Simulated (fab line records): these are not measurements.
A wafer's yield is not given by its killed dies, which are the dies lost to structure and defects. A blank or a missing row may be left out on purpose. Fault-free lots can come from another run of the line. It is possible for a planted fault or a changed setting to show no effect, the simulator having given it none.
Chamber matching ; flow n5_finfet ; 3 sister chambers for N5_BEOL_M1_DEP_57 on pecvd-02
The step deposits SiCN from 3MS/NH3, target thk 8 nm, time 14 s. 3 wafers are shown with their chamber, then 8 later ones without.

## EACH WAFER AND ITS CHAMBER
wafer;chamber;throttle_valve_pct (%)
L089.1;0;10.0
L089.2;2;9.1
L095.2;1;8.9

## WAFERS WHOSE CHAMBER IS MISSING
wafer;throttle_valve_pct (%)
L095.3;9.4
L095.4;9.4
L093.1;9.4
L093.4;9.4
L093.5;9.2
L097.1;9.3
L097.5;9.1
L097.6;9.0

## CHAMBER TAKEN BY EACH
wafer;from the rows above;in truth
L095.3;can't be placed: 2 or 1 or 0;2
L095.4;can't be placed: 2 or 1 or 0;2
L093.1;can't be placed: 2 or 1 or 0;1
L093.4;can't be placed: 2 or 1 or 0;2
L093.5;can't be placed: 2 or 1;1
L097.1;can't be placed: 2 or 1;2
L097.5;can't be placed: 2 or 1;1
L097.6;can't be placed: 1 or 2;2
Correct placement for 0 of the 8. These rows do not allow placing 8 (true chamber among the candidates in 8). Number placed wrongly: 0.
How it was worked out, from the rows above alone: a wafer's distance from a chamber is the root of the sum, over the readings, of the square of ((its reading less the chamber's mean) divided by the reading's scatter). The wafer belongs to the nearest chamber; if the next one is less than 2 further off, it can't be placed. The mean given for a chamber averages the wafers shown for that chamber. The scatter: root of mean squared gap, hidden wafer to nearest shown wafer, with one shown wafer a chamber.
